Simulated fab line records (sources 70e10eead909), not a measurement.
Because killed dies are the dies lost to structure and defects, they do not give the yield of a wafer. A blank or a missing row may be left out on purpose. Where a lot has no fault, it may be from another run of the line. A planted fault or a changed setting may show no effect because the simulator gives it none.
fab line records | flow nand_harc | part 1 of 2: steps 1 to 21 of 30
[record] lots = 5 | wafers = 15 | last_day = 33
route steps=1302 shown A_STAIRCASE@799
lots that met no fault: taken from a fault-free run of the same line
start_h: hours from the record's first day to the start of the lot's first wafer shown | wait_h: how many hours have passed since the lot's step before this one | " repeats the value in the row above | L1.1+2: one row covering several wafers at once | - no value, or no start was given | * or withheld: withheld | < > ~ a bound
route shown NAME@n: NAME is a module with steps in the file, n the number in the route of the first one | usual: the fault-free wafers' mean and standard deviation | same: alike in all rows | chamber/n: place in a boat | sites: readings site by site | _std_site: standard deviation across them | _edge_site: inner sites' mean taken away from outer sites' mean | radius_mm: how far each site lies from the wafer's centre | mask NAME#n: copy n | behind: tool/chamber where the wafer was last shaped | hold: why the lot went on hold/how many hours it stayed there/how the hold came to an end | device: names the non-switching transistor (n, p or np) | end of line: the same wafers' tests at the end of the route | a step given without rows: its recipe and nothing more | killed: count of dies lost to structure and defects at first sort (not the wafer's yield) | map: dies across one wafer; x = killed, . = not, _ = none there
set.NAME: setting as actually run; set.NAME@STEP: the setting as run at that earlier step | model.NAME: the simulator's own value behind a step, which no gauge read
certain route steps with their lots: each step a table, each wafer a row
services: a tool's chamber out of use, with start hour (start_h, from the record's first day; less than 0 if before it), hours out, and reason
[[steps]]
[step NHARC_A_STAIRCASE_COAT_283]
[recipe] spin_rpm = 1200
[usual] exhaust_pa = 45.1/0.96
lot.wafer | tool           | chamber | start_h | wait_h | exhaust_pa
L074.4    | litho_track-03 | 0       | -       | -      | 45.7
L074.5    | "              | 0       | "       | "      | 46.1
L074.6    | "              | 0       | "       | "      | 46.7
L076.2    | litho_track-07 | 0       | -       | -      | 43.9
L076.3    | "              | 0       | "       | "      | 45.0
L076.4    | "              | 0       | "       | "      | 44.2
L084.3    | litho_track-07 | 0       | -       | -      | 46.0
L084.4    | "              | 0       | "       | "      | 44.4
L084.5    | "              | 0       | "       | "      | 45.7
L092.1    | litho_track-07 | 0       | -       | -      | 45.6
L092.3    | "              | 0       | "       | "      | 44.8
L092.4    | "              | 0       | "       | "      | 45.2
L096.1    | litho_track-02 | 0       | -       | -      | 44.1
L096.2    | "              | 0       | "       | "      | 45.0
L096.3    | "              | 0       | "       | "      | 44.8
[step NHARC_A_STAIRCASE_SOFTBAKE_284]
[recipe] temp_c = 135 | time_s = 170
[usual] exhaust_pa = 45.1/0.92
lot.wafer | tool           | chamber | start_h | wait_h | exhaust_pa
L074.4    | litho_track-03 | 0       | -       | -      | 44.0
L074.5    | "              | 0       | "       | "      | 45.4
L074.6    | "              | 0       | "       | "      | 44.6
L076.2    | litho_track-07 | 0       | -       | -      | 45.5
L076.3    | "              | 0       | "       | "      | 46.1
L076.4    | "              | 0       | "       | "      | 45.9
L084.3    | litho_track-07 | 0       | -       | -      | 45.6
L084.4    | "              | 0       | "       | "      | 47.5
L084.5    | "              | 0       | "       | "      | 46.9
L092.1    | litho_track-07 | 0       | -       | -      | 44.9
L092.3    | "              | 0       | "       | "      | 45.1
L092.4    | "              | 0       | "       | "      | 45.8
L096.1    | litho_track-02 | 0       | -       | -      | 43.7
L096.2    | "              | 0       | "       | "      | 43.7
L096.3    | "              | 0       | "       | "      | 43.3
[step NHARC_A_STAIRCASE_EBR_285]
[usual] exhaust_pa = 45.0/0.93
lot.wafer | tool           | chamber | start_h | wait_h | exhaust_pa
L074.4    | litho_track-03 | 0       | -       | -      | 46.8
L074.5    | "              | 0       | "       | "      | 45.1
L074.6    | "              | 0       | "       | "      | 44.6
L076.2    | litho_track-07 | 0       | -       | -      | 45.6
L076.3    | "              | 0       | "       | "      | 45.3
L076.4    | "              | 0       | "       | "      | 44.6
L084.3    | litho_track-07 | 0       | -       | -      | 42.6
L084.4    | "              | 0       | "       | "      | 45.3
L084.5    | "              | 0       | "       | "      | 45.1
L092.1    | litho_track-07 | 0       | -       | -      | 45.3
L092.3    | "              | 0       | "       | "      | 44.2
L092.4    | "              | 0       | "       | "      | 45.5
L096.1    | litho_track-02 | 0       | -       | -      | 43.6
L096.2    | "              | 0       | "       | "      | 45.6
L096.3    | "              | 0       | "       | "      | 44.4
[step NHARC_A_STAIRCASE_EXPOSE_286]
[recipe] na = 0.5 | dose_mj = 25.01 | mask_id = CHOP_100
[usual] focus_offset_nm = 0.1/0.58
lot.wafer | tool           | chamber | start_h | wait_h | mask       | focus_offset_nm
L074.4    | krf_scanner-02 | 0       | 365.57  | -      | CHOP_100#0 | 0.0
L074.5    | "              | 0       | "       | "      | CHOP_100#0 | -0.6
L074.6    | "              | 0       | "       | "      | CHOP_100#0 | 0.3
L076.2    | krf_scanner-03 | 0       | 400.01  | -      | CHOP_100#0 | 0.1
L076.3    | "              | 0       | "       | "      | CHOP_100#0 | 0.3
L076.4    | "              | 0       | "       | "      | CHOP_100#0 | -0.2
L084.3    | krf_scanner-04 | 0       | 463.90  | -      | CHOP_100#0 | -0.4
L084.4    | "              | 0       | "       | "      | CHOP_100#0 | 0.0
L084.5    | "              | 0       | "       | "      | CHOP_100#0 | 0.0
L092.1    | krf_scanner-03 | 0       | 564.17  | -      | CHOP_100#0 | -0.1
L092.3    | "              | 0       | "       | "      | CHOP_100#0 | -0.2
L092.4    | "              | 0       | "       | "      | CHOP_100#0 | 0.2
L096.1    | krf_scanner-03 | 0       | 607.09  | -      | CHOP_100#0 | 0.4
L096.2    | "              | 0       | "       | "      | CHOP_100#0 | 0.0
L096.3    | "              | 0       | "       | "      | CHOP_100#0 | 0.9
[step NHARC_A_STAIRCASE_PEB_287]
[recipe] peb_temp_c = 115 | peb_time_s = 130
[usual] exhaust_pa = 45.0/0.94
lot.wafer | tool           | chamber | start_h | wait_h | exhaust_pa
L074.4    | litho_track-03 | 0       | 365.63  | 0.0    | 45.6
L074.5    | "              | 0       | "       | "      | 45.4
L074.6    | "              | 0       | "       | "      | 45.9
L076.2    | litho_track-02 | 0       | 400.07  | 0.1    | 45.4
L076.3    | "              | 0       | "       | "      | 44.5
L076.4    | "              | 0       | "       | "      | 46.2
L084.3    | litho_track-03 | 0       | 463.95  | 0.1    | 45.9
L084.4    | "              | 0       | "       | "      | 46.1
L084.5    | "              | 0       | "       | "      | 47.2
L092.1    | litho_track-07 | 0       | 564.24  | 0.1    | 43.6
L092.3    | "              | 0       | "       | "      | 44.1
L092.4    | "              | 0       | "       | "      | 44.6
L096.1    | litho_track-02 | 0       | 607.16  | 0.1    | 44.1
L096.2    | "              | 0       | "       | "      | 44.9
L096.3    | "              | 0       | "       | "      | 42.9
[step NHARC_A_STAIRCASE_DEVELOP_288]
[recipe] time_s = 140
[usual] exhaust_pa = 44.9/0.79
lot.wafer | tool           | chamber | start_h | wait_h | exhaust_pa
L074.4    | litho_track-03 | 0       | -       | -      | 45.5
L074.5    | "              | 0       | "       | "      | 45.0
L074.6    | "              | 0       | "       | "      | 45.4
L076.2    | litho_track-02 | 0       | -       | -      | 45.4
L076.3    | "              | 0       | "       | "      | 46.0
L076.4    | "              | 0       | "       | "      | 45.5
L084.3    | litho_track-03 | 0       | -       | -      | 44.5
L084.4    | "              | 0       | "       | "      | 44.0
L084.5    | "              | 0       | "       | "      | 45.2
L092.1    | litho_track-07 | 0       | -       | -      | 44.1
L092.3    | "              | 0       | "       | "      | 44.7
L092.4    | "              | 0       | "       | "      | 45.6
L096.1    | litho_track-02 | 0       | -       | -      | 44.0
L096.2    | "              | 0       | "       | "      | 45.6
L096.3    | "              | 0       | "       | "      | 44.4
[step NHARC_A_STAIRCASE_HARDBAKE_290]
[recipe] temp_c = 120 | time_s = 140
[usual] exhaust_pa = 45.0/0.91
lot.wafer | tool           | chamber | start_h | wait_h | exhaust_pa
L074.4    | litho_track-07 | 0       | 365.86  | -      | 43.6
L074.5    | "              | 0       | "       | "      | 43.8
L074.6    | "              | 0       | "       | "      | 42.6
L076.2    | litho_track-07 | 0       | 400.30  | -      | 46.1
L076.3    | "              | 0       | "       | "      | 46.6
L076.4    | "              | 0       | "       | "      | 45.8
L084.3    | litho_track-07 | 0       | 464.18  | -      | 47.4
L084.4    | "              | 0       | "       | "      | 46.6
L084.5    | "              | 0       | "       | "      | 46.1
L092.1    | litho_track-03 | 0       | 564.45  | -      | 44.8
L092.3    | "              | 0       | "       | "      | 46.5
L092.4    | "              | 0       | "       | "      | 46.6
L096.1    | litho_track-02 | 0       | 607.38  | -      | 43.6
L096.2    | "              | 0       | "       | "      | 44.7
L096.3    | "              | 0       | "       | "      | 43.3
[step NHARC_A_STAIRCASE_DESCUM_291]
[recipe] time_s = 3 | o2_flow_sccm = 200 | ar_flow_sccm = 0 | bias_power_w = 0 | chemistry = O2
[usual] drypump_motor_current_A = 5.9/0.45 | oes_product_au = 1.002/0.0079 | rf_vpp_V = 57.9/0.91 | showerhead_plenum_p_Torr = 1.92/0.086 | throttle_valve_pct = 11.311/0.0086
lot.wafer | tool        | chamber | start_h | wait_h | drypump_motor_current_A | oes_product_au | rf_hours_counter_h | rf_vpp_V | showerhead_plenum_p_Torr | throttle_valve_pct
L074.4    | rie_diel-10 | 2       | 365.95  | -      | 6.3                     | 1.010          | 40                 | 57.8     | 1.84                     | 11.318
L074.6    | "           | 0       | "       | "      | 5.9                     | 1.002          | -                  | 57.7     | 1.92                     | 11.311
L074.5    | "           | 1       | "       | "      | 5.8                     | 0.990          | -                  | 57.4     | 2.04                     | 11.325
L076.4    | rie_diel-10 | 1       | 400.39  | -      | 5.8                     | 1.004          | 47                 | 58.9     | 2.04                     | 11.302
L076.3    | "           | 2       | "       | "      | 6.3                     | 0.998          | 53                 | 55.8     | 1.83                     | 11.319
L076.2    | "           | 3       | "       | "      | 5.4                     | 1.003          | 50                 | 57.6     | 1.93                     | 11.295
L084.3    | rie_diel-04 | 0       | 466.90  | -      | 5.4                     | 1.009          | 42                 | 57.9     | 1.86                     | 11.318
L084.4    | "           | 1       | "       | "      | 6.3                     | 1.008          | -                  | 57.7     | 1.90                     | 11.321
L084.5    | "           | 3       | "       | "      | 5.7                     | 0.999          | -                  | 57.9     | 1.79                     | 11.317
L092.1    | rie_diel-03 | 0       | 564.55  | -      | 6.1                     | 0.993          | 30                 | 58.6     | 2.04                     | 11.317
L092.4    | "           | 2       | "       | "      | 6.9                     | 1.007          | 27                 | 59.1     | 1.95                     | 11.312
L092.3    | "           | 3       | "       | "      | 6.1                     | 1.000          | 34                 | 60.2     | 1.96                     | 11.311
L096.2    | rie_diel-10 | 3       | 607.47  | -      | 5.4                     | 1.004          | 0                  | 57.0     | 1.91                     | 11.315
L096.3    | "           | 0       | "       | "      | 5.9                     | 1.015          | 0                  | 57.6     | 1.90                     | 11.308
L096.1    | "           | 1       | "       | "      | 5.8                     | 1.006          | 0                  | 58.4     | 2.02                     | 11.310
[step NHARC_A_STAIRCASE_ETCH_292]
[recipe] cf4_flow_sccm = 100 | chf3_flow_sccm = 30 | ar_flow_sccm = 0 | rf_w = 500 | bias_w = 200 | chemistry = CF4/CHF3
[usual] drypump_motor_current_A = 5.9/0.45 | oes_product_au = 0.939/0.021 | rf_fwd_power_W = 496.7/1.6 | rf_vpp_V = 370.8/2.4 | showerhead_plenum_p_Torr = 1.58/0.068 | throttle_valve_pct = 16.801/0.0098
lot.wafer | tool        | chamber | start_h | wait_h | drypump_motor_current_A | oes_product_au | rf_fwd_power_W | rf_hours_counter_h | rf_vpp_V | showerhead_plenum_p_Torr | throttle_valve_pct
L074.4    | rie_diel-10 | 0       | 366.04  | 0.1    | 5.9                     | 0.961          | 494.3          | 33                 | 370.0    | 1.58                     | 16.805
L074.5    | "           | 2       | "       | "      | 6.3                     | 0.979          | 496.1          | -                  | 368.3    | 1.52                     | 16.814
L074.6    | "           | 3       | "       | "      | 5.4                     | 0.982          | 496.8          | -                  | 371.4    | 1.59                     | 16.811
L076.2    | rie_diel-10 | 2       | 400.48  | 0.1    | 6.4                     | 0.925          | 497.5          | 53                 | 369.7    | 1.51                     | 16.807
L076.3    | "           | 3       | "       | "      | 5.3                     | 0.933          | 495.7          | 50                 | 371.8    | 1.59                     | 16.795
L076.4    | "           | 0       | "       | "      | 5.9                     | 0.934          | 494.6          | 45                 | 371.3    | 1.58                     | 16.821
L084.3    | rie_diel-04 | 0       | 467.09  | 0.2    | 5.4                     | 0.941          | 496.7          | 42                 | 369.5    | 1.53                     | 16.795
L084.5    | "           | 1       | "       | "      | 6.4                     | 0.931          | 495.1          | -                  | 370.0    | 1.56                     | 16.789
L084.4    | "           | 0       | "       | "      | 5.4                     | 0.920          | 492.2          | -                  | 369.2    | 1.53                     | 16.809
L092.4    | rie_diel-03 | 2       | 564.63  | 0.1    | 6.8                     | 0.972          | 496.6          | 27                 | 371.3    | 1.60                     | 16.807
L092.1    | "           | 3       | "       | "      | 6.1                     | 0.980          | 497.7          | 34                 | 370.1    | 1.61                     | 16.817
L092.3    | "           | 1       | "       | "      | 5.2                     | 0.946          | 497.7          | 34                 | 372.9    | 1.68                     | 16.797
L096.3    | rie_diel-10 | 0       | 607.56  | 0.1    | 5.9                     | 0.971          | 496.3          | 0                  | 372.0    | 1.57                     | 16.798
L096.1    | "           | 1       | "       | "      | 5.8                     | 0.977          | 498.5          | 0                  | 373.4    | 1.65                     | 16.810
L096.2    | "           | 2       | "       | "      | 6.3                     | 0.976          | 497.7          | 0                  | 367.7    | 1.50                     | 16.802
[step NHARC_A_STAIRCASE_HM_OPEN_460]
[recipe] o2_flow_sccm = 400 | cos_flow_sccm = 20 | ar_flow_sccm = 0 | rf_w = 500 | bias_w = 300 | chemistry = O2/COS
[usual] drypump_motor_current_A = 5.9/0.44 | oes_product_au = 1.001/0.0079 | rf_fwd_power_W = 499.1/1.5 | rf_vpp_V = 467.4/2.9 | showerhead_plenum_p_Torr = 3.14/0.14 | throttle_valve_pct = 28.330/0.0085
lot.wafer | tool        | chamber | start_h | wait_h | drypump_motor_current_A | oes_product_au | rf_fwd_power_W | rf_hours_counter_h | rf_vpp_V | showerhead_plenum_p_Torr | throttle_valve_pct
L074.4    | rie_diel-10 | 1       | -       | -      | 5.8                     | 1.009          | 498.8          | 37                 | 471.1    | 3.32                     | 28.323
L074.5    | "           | 3       | "       | "      | 5.3                     | 1.006          | 499.5          | -                  | 466.9    | 3.16                     | 28.330
L074.6    | "           | 0       | "       | "      | 5.9                     | 0.997          | 496.5          | -                  | 468.2    | 3.13                     | 28.326
L076.4    | rie_diel-10 | 1       | -       | -      | 5.9                     | 1.009          | 497.8          | 47                 | 470.6    | 3.31                     | 28.331
L076.2    | "           | 2       | "       | "      | 6.3                     | 1.015          | 502.0          | 53                 | 464.4    | 3.00                     | 28.353
L076.3    | "           | 0       | "       | "      | 5.9                     | 1.008          | 496.4          | 45                 | 468.1    | 3.13                     | 28.342
L084.3    | rie_diel-04 | 3       | -       | -      | 5.7                     | 1.006          | 500.1          | 45                 | 464.2    | 2.93                     | 28.334
L084.5    | "           | 1       | "       | "      | 6.4                     | 1.014          | 498.0          | -                  | 465.4    | 3.10                     | 28.315
L084.4    | "           | 0       | "       | "      | 5.4                     | 1.008          | 495.5          | -                  | 465.7    | 3.04                     | 28.315
L092.4    | rie_diel-03 | 2       | -       | -      | 6.9                     | 0.993          | 499.3          | 27                 | 467.6    | 3.17                     | 28.325
L092.1    | "           | 3       | "       | "      | 6.1                     | 1.010          | 498.1          | 34                 | 469.1    | 3.19                     | 28.319
L092.3    | "           | 0       | "       | "      | 6.1                     | 0.990          | 499.6          | 30                 | 471.2    | 3.32                     | 28.316
L096.2    | rie_diel-10 | 0       | -       | -      | 5.9                     | 1.004          | 499.9          | 0                  | 466.2    | 3.11                     | 28.336
L096.1    | "           | 1       | "       | "      | 5.9                     | 0.995          | 498.9          | 0                  | 470.6    | 3.28                     | 28.329
L096.3    | "           | 2       | "       | "      | 6.4                     | 0.993          | 496.0          | 0                  | 464.1    | 2.97                     | 28.333
[step NHARC_A_STAIRCASE_STRIP_461]
[recipe] o2_flow_sccm = 400 | cos_flow_sccm = 20 | ar_flow_sccm = 0 | bias_w = 0 | chemistry = O2/COS
lot.wafer  | tool        | chamber | start_h | wait_h
L074.4+6+5 | rie_diel-10 | 0,3,0   | -       | -
L076.3+2+4 | rie_diel-10 | 3,0,1   | -       | -
L084.3+4+5 | rie_diel-04 | 3,3,0   | -       | -
L092.3+4+1 | rie_diel-03 | 1,2,0   | -       | -
L096.1+3+2 | rie_diel-10 | 0,1,3   | -       | -
[step NHARC_A_STAIRCASE_ETCH_452]
[recipe] target_depth_a = 300 | overetch_a = 30 | time_s = 16.5 | ion_energy_ev = 100 | cf4_flow_sccm = 80 | o2_flow_sccm = 20 | ar_flow_sccm = 0 | rf_w = 300 | bias_w = 100 | chemistry = CF4/O2
[usual] drypump_motor_current_A = 5.9/0.45 | oes_f_703_au = 1.000/0.0044 | oes_product_au = 1.002/0.0093 | rf_fwd_power_W = 293.9/1.4 | rf_vpp_V = 197.9/1.4 | showerhead_plenum_p_Torr = 1.34/0.059 | throttle_valve_pct = 13.397/0.0094
lot.wafer | tool        | chamber | start_h | wait_h | drypump_motor_current_A | oes_f_703_au | oes_product_au | rf_fwd_power_W | rf_hours_counter_h | rf_vpp_V | showerhead_plenum_p_Torr | throttle_valve_pct
L074.4    | rie_diel-10 | 0       | -       | -      | 5.9                     | 0.991        | 1.009          | 292.1          | 33                 | 198.3    | 1.34                     | 13.405
L074.5    | "           | 3       | "       | "      | 5.4                     | 0.996        | 1.004          | 291.7          | -                  | 197.9    | 1.35                     | 13.393
L074.6    | "           | 0       | "       | "      | 5.9                     | 1.003        | 1.001          | 291.7          | -                  | 198.2    | 1.34                     | 13.392
L076.2    | rie_diel-10 | 1       | -       | -      | 5.8                     | 1.003        | 1.003          | 294.3          | 48                 | 199.9    | 1.42                     | 13.399
L076.4    | "           | 2       | "       | "      | 6.3                     | 0.997        | 1.005          | 294.7          | 53                 | 194.2    | 1.28                     | 13.392
L076.3    | "           | 3       | "       | "      | 5.3                     | 1.008        | 1.003          | 292.0          | 50                 | 198.2    | 1.35                     | 13.401
L084.3    | rie_diel-04 | 0       | -       | -      | 5.4                     | 1.001        | 1.002          | 293.2          | 43                 | 198.5    | 1.30                     | 13.399
L084.5    | "           | 1       | "       | "      | 6.3                     | 1.001        | 0.996          | 294.3          | -                  | 197.1    | 1.32                     | 13.397
L084.4    | "           | 3       | "       | "      | 5.7                     | 0.997        | 0.992          | 292.6          | -                  | 196.2    | 1.25                     | 13.388
L092.4    | rie_diel-03 | 1       | -       | -      | 5.2                     | 0.992        | 0.996          | 295.4          | 34                 | 199.1    | 1.42                     | 13.399
L092.3    | "           | 2       | "       | "      | 6.8                     | 1.002        | 1.009          | 292.2          | 27                 | 198.6    | 1.36                     | 13.413
L092.1    | "           | 3       | "       | "      | 6.1                     | 1.000        | 1.008          | 295.7          | 34                 | 198.8    | 1.37                     | 13.404
L096.2    | rie_diel-10 | 3       | -       | -      | 5.4                     | 0.990        | 1.002          | 292.7          | 0                  | 198.5    | 1.33                     | 13.385
L096.3    | "           | 0       | "       | "      | 5.9                     | 0.998        | 1.011          | 292.5          | 0                  | 198.2    | 1.33                     | 13.406
L096.1    | "           | 2       | "       | "      | 6.4                     | 1.003        | 1.003          | 296.8          | 0                  | 195.8    | 1.27                     | 13.406
[step NHARC_A_STAIRCASE_ETCH_294]
[recipe] target_depth_a = 49890 | time_s = 1211.6 | ion_energy_ev = 800 | c4f8_flow_sccm = 80 | o2_flow_sccm = 60 | ar_flow_sccm = withheld | rf_w = 600 | bias_w = 3000 | chemistry = C4F8/O2/Ar
[usual] oes_product_au = 0.934/0.0095 | rf_fwd_power_W = 600.0/1.8 | rf_vpp_V = 1828/11
lot.wafer | tool        | chamber | start_h | wait_h | oes_product_au | rf_fwd_power_W | rf_hours_counter_h | rf_vpp_V
L074.4    | rie_diel-10 | 1       | -       | -      | 0.954          | 600.3          | 37                 | 1842
L074.6    | "           | 0       | "       | "      | 0.939          | 601.4          | -                  | 1828
L074.5    | "           | 1       | "       | "      | 0.940          | 597.8          | -                  | 1843
L076.4    | rie_diel-10 | 0       | -       | -      | 0.946          | 601.0          | 45                 | 1827
L076.2    | "           | 1       | "       | "      | 0.934          | 601.3          | 48                 | 1843
L076.3    | "           | 2       | "       | "      | 0.952          | 601.3          | 53                 | 1818
L084.3    | rie_diel-04 | 0       | -       | -      | 0.931          | 600.6          | 43                 | 1819
L084.4    | "           | 1       | "       | "      | 0.933          | 601.0          | -                  | 1825
L084.5    | "           | 3       | "       | "      | 0.927          | 600.3          | -                  | 1810
L092.3    | rie_diel-03 | 3       | -       | -      | 0.945          | 598.7          | 34                 | 1833
L092.1    | "           | 1       | "       | "      | 0.925          | 597.6          | 34                 | 1845
L092.4    | "           | 2       | "       | "      | 0.946          | 601.0          | 28                 | 1832
L096.2    | rie_diel-10 | 0       | -       | -      | 0.949          | 597.5          | 0                  | 1825
L096.1    | "           | 1       | "       | "      | 0.940          | 601.6          | 0                  | 1840
L096.3    | "           | 2       | "       | "      | 0.953          | 601.7          | 0                  | 1815
[step NHARC_A_STAIRCASE_STRIP_295]
[recipe] o2_flow_sccm = 500 | ar_flow_sccm = 0 | bias_w = 0 | chemistry = O2
[usual] drypump_motor_current_A = 5.9/0.46 | oes_product_au = 1.002/0.0082 | rf_vpp_V = 57.7/0.88 | showerhead_plenum_p_Torr = 3.55/0.15 | throttle_valve_pct = 17.037/0.0091
lot.wafer | tool        | chamber | start_h | wait_h | drypump_motor_current_A | oes_product_au | rf_hours_counter_h | rf_vpp_V | showerhead_plenum_p_Torr | throttle_valve_pct
L074.4    | rie_diel-10 | 2       | -       | -      | 6.4                     | 1.008          | 41                 | 57.6     | 3.40                     | 17.029
L074.5    | "           | 3       | "       | "      | 5.4                     | 0.999          | -                  | 58.6     | 3.57                     | 17.037
L074.6    | "           | 0       | "       | "      | 5.9                     | 1.007          | -                  | 57.9     | 3.54                     | 17.036
L076.4    | rie_diel-10 | 2       | -       | -      | 6.4                     | 1.009          | 54                 | 56.8     | 3.39                     | 17.033
L076.2    | "           | 3       | "       | "      | 5.4                     | 1.004          | 51                 | 57.3     | 3.56                     | 17.016
L076.3    | "           | 0       | "       | "      | 5.9                     | 0.993          | 46                 | 58.0     | 3.53                     | 17.032
L084.3    | rie_diel-04 | 3       | -       | -      | 5.7                     | 0.992          | 46                 | 57.8     | 3.31                     | 17.033
L084.4    | "           | 3       | "       | "      | 5.7                     | 0.992          | -                  | 57.9     | 3.32                     | 17.031
L084.5    | "           | 0       | "       | "      | 5.4                     | 0.999          | -                  | 56.9     | 3.44                     | 17.033
L092.4    | rie_diel-03 | 0       | -       | -      | 6.1                     | 0.985          | 31                 | 59.8     | 3.75                     | 17.049
L092.3    | "           | 1       | "       | "      | 5.2                     | 0.995          | 34                 | 56.0     | 3.76                     | 17.035
L092.1    | "           | 3       | "       | "      | 6.1                     | 0.998          | 34                 | 56.5     | 3.60                     | 17.036
L096.3    | rie_diel-10 | 0       | -       | -      | 5.9                     | 1.015          | 1                  | 57.1     | 3.51                     | 17.037
L096.1    | "           | 1       | "       | "      | 5.9                     | 1.006          | 1                  | 59.5     | 3.70                     | 17.030
L096.2    | "           | 3       | "       | "      | 5.4                     | 1.004          | 0                  | 57.8     | 3.52                     | 17.051
[step NHARC_A_STAIRCASE_STRIP_296]
[recipe] time_s = 900 | temp_c = 130 | chemistry = SPM
lot.wafer  | tool         | chamber | start_h | wait_h
L074.5+4+6 | wet_bench-01 | 3,4,0   | 367.66  | -
L076.4+2+3 | wet_bench-04 | 1,2,5   | 402.19  | -
L084.3+4+5 | wet_bench-07 | 2,3,4   | 469.16  | -
L092.1+3+4 | wet_bench-04 | 2,3,5   | 566.28  | -
L096.2+3+1 | wet_bench-01 | 4,6,1   | 609.19  | -
[step NHARC_A_STAIRCASE_PRECLEAN_297]
[recipe] time_s = * | temp_c = 50 | bath_age_min = 0 | chemistry = SC1
[usual] h2o2_flow_mL_min = 56.62/0.18
lot.wafer | tool         | chamber | start_h | wait_h | h2o2_flow_mL_min
L074.5    | wet_bench-01 | 3       | -       | -      | 56.64
L074.4    | "            | 4       | "       | "      | 56.83
L074.6    | "            | 0       | "       | "      | 56.70
L076.4    | wet_bench-04 | 1       | -       | -      | 56.70
L076.2    | "            | 2       | "       | "      | 56.65
L076.3    | "            | 5       | "       | "      | 56.58
L084.3    | wet_bench-07 | 2       | -       | -      | 56.69
L084.4    | "            | 3       | "       | "      | 56.70
L084.5    | "            | 4       | "       | "      | 56.28
L092.1    | wet_bench-04 | 2       | -       | -      | 56.39
L092.3    | "            | 3       | "       | "      | 56.89
L092.4    | "            | 5       | "       | "      | 56.74
L096.2    | wet_bench-01 | 4       | -       | -      | 56.68
L096.3    | "            | 6       | "       | "      | 56.47
L096.1    | "            | 1       | "       | "      | 56.65
[step NHARC_A_STAIRCASE_SRD_298]
lot.wafer  | tool         | chamber | start_h | wait_h
L074.5+4+6 | wet_bench-01 | 3,4,0   | -       | -
L076.4+2+3 | wet_bench-04 | 1,2,5   | -       | -
L084.3+4+5 | wet_bench-07 | 2,3,4   | -       | -
L092.1+3+4 | wet_bench-04 | 2,3,5   | -       | -
L096.2+3+1 | wet_bench-01 | 4,6,1   | -       | -
[step NHARC_A_STAIRCASE_HM_DEP_462]
[recipe] target_thk_a = 8000 | temp_c = 400 | material = aC
[usual] throttle_valve_pct = 35.001/0.0091
lot.wafer | tool       | chamber | start_h | wait_h | throttle_valve_pct
L074.4    | acl_dep-02 | 0       | 372.53  | 4.4    | 34.990
L074.5    | "          | 0       | "       | "      | 35.003
L074.6    | "          | 0       | "       | "      | 35.011
L076.2    | acl_dep-02 | 0       | 403.34  | 0.7    | 34.997
L076.3    | "          | 0       | "       | "      | 35.002
L076.4    | "          | 0       | "       | "      | 35.008
L084.3    | acl_dep-02 | 0       | 470.30  | 0.7    | 34.998
L084.4    | "          | 0       | "       | "      | 35.017
L084.5    | "          | 0       | "       | "      | 34.997
L092.1    | acl_dep-02 | 0       | 567.50  | 0.8    | 35.003
L092.3    | "          | 0       | "       | "      | 35.003
L092.4    | "          | 0       | "       | "      | 34.994
L096.1    | acl_dep-03 | 0       | 614.18  | 4.5    | 34.996
L096.2    | "          | 0       | "       | "      | 35.002
L096.3    | "          | 0       | "       | "      | 35.001
[step NHARC_A_STAIRCASE_DEP_301]
[recipe] target_thk_a = 300 | target_thk_nm = 30 | temp_c = 400 | pressure_torr = 3.5 | flow_sccm = 200 | rf_w = 350 | material = SiON
[usual] heater_power_w = 766/95 | rf_fwd_power_W = 348.6/1.1 | showerhead_vpp_V = 1159/42
lot.wafer | tool     | chamber | start_h | wait_h | heater_power_w | rf_fwd_power_W | showerhead_vpp_V
L074.4    | pecvd-02 | 1       | 373.55  | 0.7    | 722            | 347.3          | 1126
L074.5    | "        | 2       | "       | "      | 598            | 348.2          | 1116
L074.6    | "        | 0       | "       | "      | 932            | 347.3          | 1179
L076.3    | pecvd-01 | 1       | 404.92  | 1.0    | 787            | 350.2          | 1215
L076.2    | "        | 2       | "       | "      | 629            | 349.8          | 1128
L076.4    | "        | 2       | "       | "      | 633            | 349.3          | 1155
L084.3    | pecvd-01 | 2       | 471.60  | 1.0    | 566            | 349.4          | 1118
L084.4    | "        | 1       | "       | "      | 803            | 349.5          | 1217
L084.5    | "        | 0       | "       | "      | 764            | 347.6          | 1172
L092.3    | pecvd-04 | 1       | 569.36  | 0.9    | 853            | 347.0          | 1166
L092.1    | "        | 0       | "       | "      | 898            | 349.9          | 1088
L092.4    | "        | 1       | "       | "      | 830            | 347.4          | 1175
L096.1    | pecvd-02 | 2       | 616.08  | 1.6    | 653            | 347.4          | 1118
L096.3    | "        | 0       | "       | "      | 817            | 350.1          | 1201
L096.2    | "        | 1       | "       | "      | 797            | 348.3          | 1122
[step NHARC_A_STAIRCASE_DEHYDRATE_302]
[recipe] temp_c = 150 | time_s = 120
[usual] exhaust_pa = 45.2/0.9
lot.wafer | tool           | chamber | start_h | wait_h | exhaust_pa
L074.4    | litho_track-07 | 0       | 373.74  | 0.2    | 43.8
L074.5    | "              | 0       | "       | "      | 45.2
L074.6    | "              | 0       | "       | "      | 45.2
L076.2    | litho_track-03 | 0       | 405.17  | 0.2    | 45.7
L076.3    | "              | 0       | "       | "      | 45.7
L076.4    | "              | 0       | "       | "      | 44.8
L084.3    | litho_track-02 | 0       | 471.84  | 0.2    | 44.5
L084.4    | "              | 0       | "       | "      | 45.3
L084.5    | "              | 0       | "       | "      | 44.9
L092.1    | litho_track-02 | 0       | 569.63  | 0.2    | 45.7
L092.3    | "              | 0       | "       | "      | 44.5
L092.4    | "              | 0       | "       | "      | 46.1
L096.1    | litho_track-02 | 0       | 616.35  | 0.2    | 45.1
L096.2    | "              | 0       | "       | "      | 45.7
L096.3    | "              | 0       | "       | "      | 44.0
[step NHARC_A_STAIRCASE_HMDS_303]
[recipe] time_s = 30
[usual] exhaust_pa = 45.2/0.8
lot.wafer | tool           | chamber | start_h | wait_h | exhaust_pa
L074.4    | litho_track-07 | 0       | -       | -      | 44.3
L074.5    | "              | 0       | "       | "      | 44.4
L074.6    | "              | 0       | "       | "      | 44.7
L076.2    | litho_track-03 | 0       | -       | -      | 45.5
L076.3    | "              | 0       | "       | "      | 46.8
L076.4    | "              | 0       | "       | "      | 45.8
L084.3    | litho_track-02 | 0       | -       | -      | 45.2
L084.4    | "              | 0       | "       | "      | 44.7
L084.5    | "              | 0       | "       | "      | 44.7
L092.1    | litho_track-02 | 0       | -       | -      | 45.1
L092.3    | "              | 0       | "       | "      | 45.2
L092.4    | "              | 0       | "       | "      | 44.4
L096.1    | litho_track-02 | 0       | -       | -      | 46.1
L096.2    | "              | 0       | "       | "      | 44.5
L096.3    | "              | 0       | "       | "      | 46.5
